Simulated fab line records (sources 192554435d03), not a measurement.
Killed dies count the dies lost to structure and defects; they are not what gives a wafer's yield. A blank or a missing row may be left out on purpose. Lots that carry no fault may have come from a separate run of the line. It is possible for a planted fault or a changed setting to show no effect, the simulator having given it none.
fab line records / flow n5Finfet
record lots=5 wafers=15 lastDay=14
route steps=1938 shown STI_FIN_REVEAL@209 DUMMY_GATE@212 ILD0@338 BEOL_M4@1111
lots untouched by any fault: they come from a run of this same line in which no faults occurred
startH: hours from the record's opening day to when the first of the lot's shown wafers began / waitH: time in hours since the lot's previous step / " the same as in the row above / L1.1+2: several wafers, shown together as one row / - no value, or no start given / * or withheld: withheld / < > ~ a bound
route shown NAME@n: a module of which the file shows steps, and the number in the route of the first / usual: average and standard deviation across the fault-free wafers / same: alike in all rows / chamber/n: place in a boat / sites: the reading at each site / _std_site: the standard deviation of these / _edge_site: mean of outer sites minus mean of inner sites / radiusMm: for every site, how far away it sits from the centre of the wafer / mask NAME#n: copy n / behind: tool/chamber where the wafer was last shaped / hold: the reason the lot was held/the length of the hold in hours/how it ended / device: the transistor (n, p or np) that didn't switch / end of line: tests of these same wafers at the route's end / a step given without rows: its recipe and nothing more / killed: dies that structure and defects cost at the first sort, which is not the same as the wafer's yield / map: dies across one wafer; x = killed, . = not, _ = none there
set.NAME: the run value of the setting; set.NAME@STEP: its run value at that earlier step / model.NAME: the simulator's own value behind a step, which no gauge read
lots at selected steps of the route; one table per step, one row per wafer
services: a tool's chamber out of use, with start hour (startH, from the record's first day; less than 0 if before it), hours out, and reason
## steps
# step N5_STI_FIN_REVEAL_PRECLEAN_18
# recipe chemistry=SC2 timeS=45 tempC=35 mix=1:1:50
# step N5_STI_FIN_REVEAL_SRD_28
# recipe dry=ipaMarangoni timeS=30 tempC=23 rinseLiquid=diw
# step N5_DUMMY_GATE_PRECLEAN_00
# recipe chemistry=O3/DIW timeS=60 tempC=22 o3Ppm=10
# step N5_DUMMY_GATE_SRD_01
# recipe timeS=30 tempC=23 rinseLiquid=diw dry=ipaMarangoni
# step N5_DUMMY_GATE_ALD_02
# recipe material=SiO2 targetThkA=20 tempC=300 aldPrecursorFamily=BDEAS aldCoReactant=O2-plasma pulseTimeS=1 pressureTorr=2
# step N5_DUMMY_GATE_CVD_03
# recipe material=a-Si targetThkA=1500 tempC=530 precursor=SiH4 timeS=8042
# step N5_DUMMY_GATE_PRECLEAN_46
# recipe chemistry=DIW timeS=89.5 tempC=23
# step N5_DUMMY_GATE_SRD_47
# recipe dryTimeS=32 dry=n2Spin spinRpm=1500
# step N5_DUMMY_GATE_CMP_04
# recipe material=a-Si postCmpClean=alkalineBrush
# step N5_DUMMY_GATE_HM_DEP_06
# recipe material=SiNx targetThkA=800 precursor=DCS/NH3 tempC=700 pressureMtorr=300 timeS=5141
# usual pressureMtorr=299.9/0.41 spikeTcCentreC=699.6/1
lot.wafer=L583.1 tool=lpcvd-02 chamber=1/90 startH=48.23 waitH=0.0 pressureMtorr=300.3 spikeTcCentreC=697.9 model.SiNx_of_DUMMY_GATE_HM_DEP_06.thkNm=82.2
lot.wafer=L583.2 tool=lpcvd-02 chamber=1/95 startH=48.23 waitH=0.0 pressureMtorr=300.3 spikeTcCentreC=697.9 model.SiNx_of_DUMMY_GATE_HM_DEP_06.thkNm=82.4
lot.wafer=L583.4 tool=lpcvd-02 chamber=1/104 startH=48.23 waitH=0.0 pressureMtorr=300.3 spikeTcCentreC=697.9 model.SiNx_of_DUMMY_GATE_HM_DEP_06.thkNm=82.2
lot.wafer=L585.1 tool=lpcvd-01 chamber=1/65 startH=62.51 waitH=0.0 pressureMtorr=300.2 spikeTcCentreC=701.1 model.SiNx_of_DUMMY_GATE_HM_DEP_06.thkNm=78.8
lot.wafer=L585.3 tool=lpcvd-01 chamber=1/75 startH=62.51 waitH=0.0 pressureMtorr=300.2 spikeTcCentreC=701.1 model.SiNx_of_DUMMY_GATE_HM_DEP_06.thkNm=78.6
lot.wafer=L585.6 tool=lpcvd-01 chamber=1/89 startH=62.51 waitH=0.0 pressureMtorr=300.2 spikeTcCentreC=701.1 model.SiNx_of_DUMMY_GATE_HM_DEP_06.thkNm=79.2
lot.wafer=L586.2 tool=lpcvd-02 chamber=0/45 startH=65.97 waitH=0.0 pressureMtorr=299.2 spikeTcCentreC=698.6 model.SiNx_of_DUMMY_GATE_HM_DEP_06.thkNm=133.6
lot.wafer=L586.4 tool=lpcvd-02 chamber=0/54 startH=65.97 waitH=0.0 pressureMtorr=299.2 spikeTcCentreC=698.6 model.SiNx_of_DUMMY_GATE_HM_DEP_06.thkNm=133.4
lot.wafer=L586.6 tool=lpcvd-02 chamber=0/64 startH=65.97 waitH=0.0 pressureMtorr=299.2 spikeTcCentreC=698.6 model.SiNx_of_DUMMY_GATE_HM_DEP_06.thkNm=134
lot.wafer=L588.2 tool=lpcvd-02 chamber=1/95 startH=77.20 waitH=0.0 pressureMtorr=300.0 spikeTcCentreC=697.6 model.SiNx_of_DUMMY_GATE_HM_DEP_06.thkNm=133.4
lot.wafer=L588.5 tool=lpcvd-02 chamber=1/109 startH=77.20 waitH=0.0 pressureMtorr=300.0 spikeTcCentreC=697.6 model.SiNx_of_DUMMY_GATE_HM_DEP_06.thkNm=133.2
lot.wafer=L588.6 tool=lpcvd-02 chamber=1/114 startH=77.20 waitH=0.0 pressureMtorr=300.0 spikeTcCentreC=697.6 model.SiNx_of_DUMMY_GATE_HM_DEP_06.thkNm=133.8
lot.wafer=L589.3 tool=lpcvd-02 chamber=0/100 startH=85.01 waitH=0.0 pressureMtorr=299.9 spikeTcCentreC=698.6 model.SiNx_of_DUMMY_GATE_HM_DEP_06.thkNm=133.2
lot.wafer=L589.4 tool=lpcvd-02 chamber=0/104 startH=85.01 waitH=0.0 pressureMtorr=299.9 spikeTcCentreC=698.6 model.SiNx_of_DUMMY_GATE_HM_DEP_06.thkNm=133.2
lot.wafer=L589.6 tool=lpcvd-02 chamber=0/114 startH=85.01 waitH=0.0 pressureMtorr=299.9 spikeTcCentreC=698.6 model.SiNx_of_DUMMY_GATE_HM_DEP_06.thkNm=133.2
# step N5_DUMMY_GATE_PECVD_30
# recipe material=SiO2 targetThkA=550 tempC=400 precursor=TEOS/O2 pressureTorr=6.5 rfW=withheld teosFlowSccm=withheld gas=O2 flowSccm=2650 timeS=10.8
# step N5_DUMMY_GATE_COAT_34
# recipe resist=SOC tempC=250 timeS=60 spinRpm=1500 resistThkNm=60
# step N5_DUMMY_GATE_COAT_35
# recipe resist=SiARC tempC=220 timeS=60 spinRpm=1500 resistThkNm=10
# step N5_DUMMY_GATE_COAT_28
# recipe resist=underlayer tempC=205 timeS=60 spinRpm=1500 resistThkNm=10
# step N5_DUMMY_GATE_COAT_09
# recipe resist=CAR-EUV spinRpm=1500 resistThkNm=30
# step N5_DUMMY_GATE_EBR_11
# recipe solvent=PGMEA ebrWidthMm=1.5
# step N5_DUMMY_GATE_SOFTBAKE_10
# recipe tempC=110 timeS=60 resist=CAR-EUV
# step N5_DUMMY_GATE_EXPOSE_12
# recipe maskId=GATE na=0.33 sourceShape=annular sigmaInner=0.2 sigmaOuter=0.6 polarization=unpolarized targetCdNm=25 doseMj=34
# step N5_DUMMY_GATE_PEB_13
# recipe pebTempC=100 pebTimeS=60 resist=CAR-EUV
# step N5_DUMMY_GATE_DEVELOP_14
# recipe developTimeS=30 developer=TMAH resist=CAR-EUV rinseLiquid=surfactantRinse dry=airSpin devTempC=23
# step N5_DUMMY_GATE_DESCUM_20
# recipe chemistry=O2 timeS=6.2 sourcePowerW=50 biasPowerW=20 pressureMtorr=20 rfFrequencyHz=2.712e+07 tempC=40 resist=CAR-EUV o2FlowSccm=225
# step N5_DUMMY_GATE_ETCH_29
# recipe chemistry=N2/H2 target=underlayer targetDepthA=130 ionEnergyEv=200 pressureMtorr=30 sourceW=840 biasW=150 n2FlowSccm=200 h2FlowSccm=200
# step N5_DUMMY_GATE_ETCH_36
# recipe chemistry=CF4 target=SiARC targetDepthA=130 pressureMtorr=40 sourceW=545 biasW=36 Ar_flow_sccm=100 cf4FlowSccm=100 ionEnergyEv=80
# step N5_DUMMY_GATE_ETCH_37
# recipe chemistry=N2/H2 target=SOC targetDepthA=600 overetchA=300 tempC=40 ionEnergyEv=200 pressureMtorr=30 sourceW=840 biasW=150 n2FlowSccm=200 h2FlowSccm=200
# step N5_DUMMY_GATE_STRIP_38
# recipe chemistry=N2/H2 tempC=40 n2FlowSccm=200 h2FlowSccm=200 rfFrequencyHz=6e+07
# step N5_DUMMY_GATE_STRIP_39
# recipe chemistry=N2/H2 tempC=40 n2FlowSccm=200 h2FlowSccm=200 rfFrequencyHz=6e+07
# step N5_DUMMY_GATE_TRIM_49
# recipe chemistry=O2 resist=SOC timeS=29 targetCdNm=14 sourcePowerW=300 biasPowerW=0 O2_flow_sccm=100 tempC=20
# step N5_DUMMY_GATE_STRIP_40
# recipe chemistry=CF4 resist=SiARC powerW=300 biasPowerW=75 pressureMtorr=50 cf4FlowSccm=150 rfFrequencyHz=6e+07
# step N5_DUMMY_GATE_ETCH_31
# recipe chemistry=C4F6/O2 target=SiO2 maskMaterial=SOC targetDepthA=825 timeS=27.5 ionEnergyEv=250 pressureMtorr=30 sourceW=345 biasW=185 Ar_flow_sccm=300 C4F6_flow_sccm=10 O2_flow_sccm=10
# step N5_DUMMY_GATE_STRIP_41
# recipe chemistry=O2 powerW=400 tempC=40 pressureMtorr=30 rfFrequencyHz=6e+07 biasPowerW=0 overashFraction=0.3 o2FlowSccm=225
# step N5_DUMMY_GATE_HM_OPEN_21
# recipe chemistry=CH3F/O2 target=SiNx targetDepthA=1200 Ar_flow_sccm=150 CH3F_flow_sccm=30 O2_flow_sccm=23 timeS=171.4 pressureMtorr=30 sourceW=395 biasW=73 ionEnergyEv=120.7
# step N5_DUMMY_GATE_ETCH_32
# recipe chemistry=CF4 target=SiO2 targetDepthA=35 timeS=3.9 ionEnergyEv=350 pressureMtorr=10 icpW=800 biasW=400 cf4FlowSccm=80
# step N5_DUMMY_GATE_ETCH_23
# recipe chemistry=HBr/Cl2/O2 HBr_flow_sccm=150 Cl2_flow_sccm=80 O2_flow_sccm=12 biasW=102 targetDepthA=410 timeS=22.3 target=poly-Si maskMaterial=SiO2 pressureMtorr=10 icpW=800
# step N5_DUMMY_GATE_ETCH_44
# recipe chemistry=HBr/O2 overEtchFrac=0.7 targetDepthA=1275 stopOn=SiO2 ionEnergyEv=60 biasW=20 target=poly-Si maskMaterial=SiO2 pressureMtorr=20 icpW=400 HBr_flow_sccm=120 O2_flow_sccm=10
# step N5_ILD0_CMP_03
# recipe stopOn=SiNx tOverpolishS=1.9 postCmpClean=alkalineBrush downForcePsi=4.1491 platenRpm=51.796 padVelocityMS=1.0306 targetThkNm=197.38
# usual edgeZonePressureFrac=1.000/0.0047 motorCurrentA=12.7/1 overpolishRunS=1.900/0.0085 platenRpm=51.80/0.039 retainingRingPressureFrac=1.000/0.005 timeToEndpointS=72/5.5
lot.wafer=L583.2 tool=cmp-02 chamber=3 startH=67.67 waitH=0.0 edgeZonePressureFrac=1.006 motorCurrentA=13.4 overpolishRunS=1.907 platenRpm=51.81 retainingRingPressureFrac=0.994 timeToEndpointS=77 model.SiNx_of_DUMMY_GATE_HM_DEP_06.thkNm=79.2
lot.wafer=L583.4 tool=cmp-02 chamber=1 startH=67.67 waitH=0.0 edgeZonePressureFrac=1.004 motorCurrentA=12.2 overpolishRunS=1.912 platenRpm=51.78 retainingRingPressureFrac=0.999 timeToEndpointS=77 model.SiNx_of_DUMMY_GATE_HM_DEP_06.thkNm=79.2
lot.wafer=L583.1 tool=cmp-02 chamber=2 startH=67.67 waitH=0.0 edgeZonePressureFrac=1.000 motorCurrentA=10.5 overpolishRunS=1.906 platenRpm=51.82 retainingRingPressureFrac=0.995 timeToEndpointS=75 model.SiNx_of_DUMMY_GATE_HM_DEP_06.thkNm=79.2
lot.wafer=L585.1 tool=cmp-01 chamber=3 startH=81.63 waitH=0.1 edgeZonePressureFrac=1.003 motorCurrentA=12.2 overpolishRunS=1.910 platenRpm=51.74 retainingRingPressureFrac=0.987 timeToEndpointS=72 model.SiNx_of_DUMMY_GATE_HM_DEP_06.thkNm=75.8
lot.wafer=L585.3 tool=cmp-01 chamber=0 startH=81.63 waitH=0.1 edgeZonePressureFrac=1.000 motorCurrentA=14.0 overpolishRunS=1.887 platenRpm=51.82 retainingRingPressureFrac=1.004 timeToEndpointS=71 model.SiNx_of_DUMMY_GATE_HM_DEP_06.thkNm=75.6
lot.wafer=L585.6 tool=cmp-01 chamber=3 startH=81.63 waitH=0.1 edgeZonePressureFrac=1.001 motorCurrentA=12.8 overpolishRunS=1.911 platenRpm=51.78 retainingRingPressureFrac=0.995 timeToEndpointS=72 model.SiNx_of_DUMMY_GATE_HM_DEP_06.thkNm=76.2
lot.wafer=L586.2 tool=cmp-02 chamber=0 startH=86.87 waitH=0.1 edgeZonePressureFrac=0.994 motorCurrentA=13.0 overpolishRunS=1.895 platenRpm=51.80 retainingRingPressureFrac=1.002 timeToEndpointS=79 model.SiNx_of_DUMMY_GATE_HM_DEP_06.thkNm=130.6
lot.wafer=L586.4 tool=cmp-02 chamber=1 startH=86.87 waitH=0.1 edgeZonePressureFrac=0.996 motorCurrentA=12.4 overpolishRunS=1.914 platenRpm=51.78 retainingRingPressureFrac=1.003 timeToEndpointS=78 model.SiNx_of_DUMMY_GATE_HM_DEP_06.thkNm=130.4
lot.wafer=L586.6 tool=cmp-02 chamber=0 startH=86.87 waitH=0.1 edgeZonePressureFrac=1.003 motorCurrentA=13.2 overpolishRunS=1.916 platenRpm=51.83 retainingRingPressureFrac=1.007 timeToEndpointS=79 model.SiNx_of_DUMMY_GATE_HM_DEP_06.thkNm=130.8
lot.wafer=L588.2 tool=cmp-03 chamber=2 startH=97.88 waitH=0.1 edgeZonePressureFrac=1.000 motorCurrentA=12.1 overpolishRunS=1.894 platenRpm=51.79 retainingRingPressureFrac=1.009 timeToEndpointS=68 model.SiNx_of_DUMMY_GATE_HM_DEP_06.thkNm=130.4
lot.wafer=L588.5 tool=cmp-03 chamber=0 startH=97.88 waitH=0.1 edgeZonePressureFrac=1.007 motorCurrentA=12.0 overpolishRunS=1.898 platenRpm=51.78 retainingRingPressureFrac=1.002 timeToEndpointS=68 model.SiNx_of_DUMMY_GATE_HM_DEP_06.thkNm=130.2
lot.wafer=L588.6 tool=cmp-03 chamber=1 startH=97.88 waitH=0.1 edgeZonePressureFrac=1.002 motorCurrentA=13.8 overpolishRunS=1.891 platenRpm=51.82 retainingRingPressureFrac=1.001 timeToEndpointS=68 model.SiNx_of_DUMMY_GATE_HM_DEP_06.thkNm=130.8
lot.wafer=L589.3 tool=cmp-01 chamber=3 startH=105.88 waitH=0.1 edgeZonePressureFrac=0.999 motorCurrentA=11.9 overpolishRunS=1.916 platenRpm=51.77 retainingRingPressureFrac=0.999 timeToEndpointS=73 model.SiNx_of_DUMMY_GATE_HM_DEP_06.thkNm=130
lot.wafer=L589.4 tool=cmp-01 chamber=0 startH=105.88 waitH=0.1 edgeZonePressureFrac=1.002 motorCurrentA=13.9 overpolishRunS=1.901 platenRpm=51.77 retainingRingPressureFrac=1.009 timeToEndpointS=78 model.SiNx_of_DUMMY_GATE_HM_DEP_06.thkNm=130.2
lot.wafer=L589.6 tool=cmp-01 chamber=3 startH=105.88 waitH=0.1 edgeZonePressureFrac=0.998 motorCurrentA=11.8 overpolishRunS=1.908 platenRpm=51.78 retainingRingPressureFrac=0.996 timeToEndpointS=74 model.SiNx_of_DUMMY_GATE_HM_DEP_06.thkNm=130
# step N5_BEOL_M4_RC_MEAS_101
# usual DIBL_N=36.1/1.3 DIBL_P=36.1/1.7 IOFF_N=0.154/0.022 IOFF_P=0.201/0.024 ION_N=675/8.9 ION_P=462/5.9 SS_N=71.5/0.49 SS_P=73.3/0.58 VT_N=250.0/2.7 VT_P=-251.3/2.7
lot.wafer=L583.1 tool=prober-02 chamber=0 startH=169.76 waitH=0.0 DIBL_N[mV/V]=35.1 DIBL_P[mV/V]=35.5 IOFF_N[nA/um]=0.153 IOFF_P[nA/um]=0.191 ION_N[uA/um]=684 ION_P[uA/um]=458 SS_N[mV/dec]=72.4 SS_P[mV/dec]=73.8 VT_N[mV]=250.7 VT_P[mV]=-254.4
lot.wafer=L583.2 tool=prober-02 chamber=0 startH=169.76 waitH=0.0 DIBL_N[mV/V]=35.4 DIBL_P[mV/V]=35.5 IOFF_N[nA/um]=0.154 IOFF_P[nA/um]=0.198 ION_N[uA/um]=680 ION_P[uA/um]=464 SS_N[mV/dec]=71.7 SS_P[mV/dec]=72.9 VT_N[mV]=249.4 VT_P[mV]=-253.2
lot.wafer=L583.4 tool=prober-02 chamber=0 startH=169.76 waitH=0.0 DIBL_N[mV/V]=34.4 DIBL_P[mV/V]=34.2 IOFF_N[nA/um]=0.135 IOFF_P[nA/um]=0.179 ION_N[uA/um]=664 ION_P[uA/um]=452 SS_N[mV/dec]=71.8 SS_P[mV/dec]=73.6 VT_N[mV]=252.4 VT_P[mV]=-255.0
lot.wafer=L586.2 tool=prober-01 chamber=0 startH=187.70 waitH=0.2 DIBL_N[mV/V]=37.1 DIBL_P[mV/V]=38.5 IOFF_N[nA/um]=0.202 IOFF_P[nA/um]=0.253 ION_N[uA/um]=691 ION_P[uA/um]=470 SS_N[mV/dec]=71.3 SS_P[mV/dec]=73.7 VT_N[mV]=244.6 VT_P[mV]=-247.1
lot.wafer=L586.4 tool=prober-01 chamber=0 startH=187.70 waitH=0.2 DIBL_N[mV/V]=34.2 DIBL_P[mV/V]=35.0 IOFF_N[nA/um]=0.140 IOFF_P[nA/um]=0.193 ION_N[uA/um]=678 ION_P[uA/um]=465 SS_N[mV/dec]=71.2 SS_P[mV/dec]=73.2 VT_N[mV]=252.6 VT_P[mV]=-251.1
lot.wafer=L586.6 tool=prober-01 chamber=0 startH=187.70 waitH=0.2 DIBL_N[mV/V]=34.3 DIBL_P[mV/V]=35.0 IOFF_N[nA/um]=0.144 IOFF_P[nA/um]=0.188 ION_N[uA/um]=676 ION_P[uA/um]=458 SS_N[mV/dec]=70.8 SS_P[mV/dec]=72.9 VT_N[mV]=249.4 VT_P[mV]=-250.9
lot.wafer=L585.1 tool=prober-02 chamber=0 startH=189.12 waitH=0.0 DIBL_N[mV/V]=39.8 DIBL_P[mV/V]=39.6 IOFF_N[nA/um]=0.225 IOFF_P[nA/um]=0.269 ION_N[uA/um]=701 ION_P[uA/um]=472 SS_N[mV/dec]=71.8 SS_P[mV/dec]=74.1 VT_N[mV]=244.5 VT_P[mV]=-248.1
lot.wafer=L585.3 tool=prober-02 chamber=0 startH=189.12 waitH=0.0 DIBL_N[mV/V]=36.3 DIBL_P[mV/V]=35.8 IOFF_N[nA/um]=0.148 IOFF_P[nA/um]=0.202 ION_N[uA/um]=683 ION_P[uA/um]=466 SS_N[mV/dec]=71.1 SS_P[mV/dec]=72.7 VT_N[mV]=251.8 VT_P[mV]=-251.0
lot.wafer=L585.6 tool=prober-02 chamber=0 startH=189.12 waitH=0.0 DIBL_N[mV/V]=36.0 DIBL_P[mV/V]=35.2 IOFF_N[nA/um]=0.142 IOFF_P[nA/um]=0.191 ION_N[uA/um]=670 ION_P[uA/um]=461 SS_N[mV/dec]=71.0 SS_P[mV/dec]=73.5 VT_N[mV]=251.2 VT_P[mV]=-250.9
lot.wafer=L588.2 tool=prober-01 chamber=0 startH=199.62 waitH=0.2 DIBL_N[mV/V]=36.3 DIBL_P[mV/V]=37.4 IOFF_N[nA/um]=0.155 IOFF_P[nA/um]=0.218 ION_N[uA/um]=670 ION_P[uA/um]=463 SS_N[mV/dec]=71.5 SS_P[mV/dec]=73.2 VT_N[mV]=250.4 VT_P[mV]=-247.9
lot.wafer=L588.5 tool=prober-01 chamber=0 startH=199.62 waitH=0.2 DIBL_N[mV/V]=35.3 DIBL_P[mV/V]=36.5 IOFF_N[nA/um]=0.149 IOFF_P[nA/um]=0.199 ION_N[uA/um]=679 ION_P[uA/um]=465 SS_N[mV/dec]=70.7 SS_P[mV/dec]=72.7 VT_N[mV]=250.8 VT_P[mV]=-249.7
lot.wafer=L588.6 tool=prober-01 chamber=0 startH=199.62 waitH=0.2 DIBL_N[mV/V]=36.4 DIBL_P[mV/V]=36.4 IOFF_N[nA/um]=0.146 IOFF_P[nA/um]=0.194 ION_N[uA/um]=670 ION_P[uA/um]=464 SS_N[mV/dec]=71.3 SS_P[mV/dec]=72.7 VT_N[mV]=251.9 VT_P[mV]=-249.2
lot.wafer=L589.3 tool=prober-02 chamber=0 startH=213.20 waitH=0.3 DIBL_N[mV/V]=34.1 DIBL_P[mV/V]=32.0 IOFF_N[nA/um]=0.123 IOFF_P[nA/um]=0.167 ION_N[uA/um]=670 ION_P[uA/um]=457 SS_N[mV/dec]=70.9 SS_P[mV/dec]=72.1 VT_N[mV]=253.0 VT_P[mV]=-252.4
lot.wafer=L589.4 tool=prober-02 chamber=0 startH=213.20 waitH=0.3 DIBL_N[mV/V]=36.1 DIBL_P[mV/V]=33.3 IOFF_N[nA/um]=0.144 IOFF_P[nA/um]=0.180 ION_N[uA/um]=671 ION_P[uA/um]=456 SS_N[mV/dec]=72.4 SS_P[mV/dec]=73.1 VT_N[mV]=250.6 VT_P[mV]=-253.8
lot.wafer=L589.6 tool=prober-02 chamber=0 startH=213.20 waitH=0.3 DIBL_N[mV/V]=37.0 DIBL_P[mV/V]=35.1 IOFF_N[nA/um]=0.175 IOFF_P[nA/um]=0.209 ION_N[uA/um]=687 ION_P[uA/um]=466 SS_N[mV/dec]=71.6 SS_P[mV/dec]=73.7 VT_N[mV]=247.1 VT_P[mV]=-250.0
## services
tool=cmp-03 chamber=- startH=59.58 hours=1.1 kind=repair
tool=cmp-03 chamber=- startH=68.29 hours=3.6 kind=pm
tool=cmp-03 chamber=- startH=85.84 hours=4.0 kind=pm
tool=cmp-02 chamber=- startH=87.05 hours=4.0 kind=pm
tool=cmp-03 chamber=- startH=89.84 hours=- kind=consumableReplace:conditioner
tool=cmp-03 chamber=- startH=89.84 hours=- kind=consumableReplace:pad
tool=cmp-02 chamber=- startH=91.05 hours=- kind=consumableReplace:conditioner
tool=cmp-02 chamber=- startH=91.05 hours=- kind=consumableReplace:pad
## key
firstSign none at tools or gauges
modelEffect step=N5_DUMMY_GATE_HM_DEP_06 value=SiNx_of_DUMMY_GATE_HM_DEP_06.thkNm without=80.8 struck=133.4
modelEffect step=N5_ILD0_CMP_03 value=SiNx_of_DUMMY_GATE_HM_DEP_06.thkNm without=77.76 struck=130.4
metAt N5_DUMMY_GATE_HM_DEP_06
struckWafers L586.2,L586.4,L586.6,L588.2,L588.5,L588.6,L589.3,L589.4,L589.6
onsetBetween 48.23 65.97
alsoFits time
fault kind=processParameterDrift tool=lpcvd-02 chamber=- onsetH=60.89 steps=N5_DUMMY_GATE_HM_DEP_06 channel=timeS offset=* shape=step endH=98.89 actsIn=* stated=*
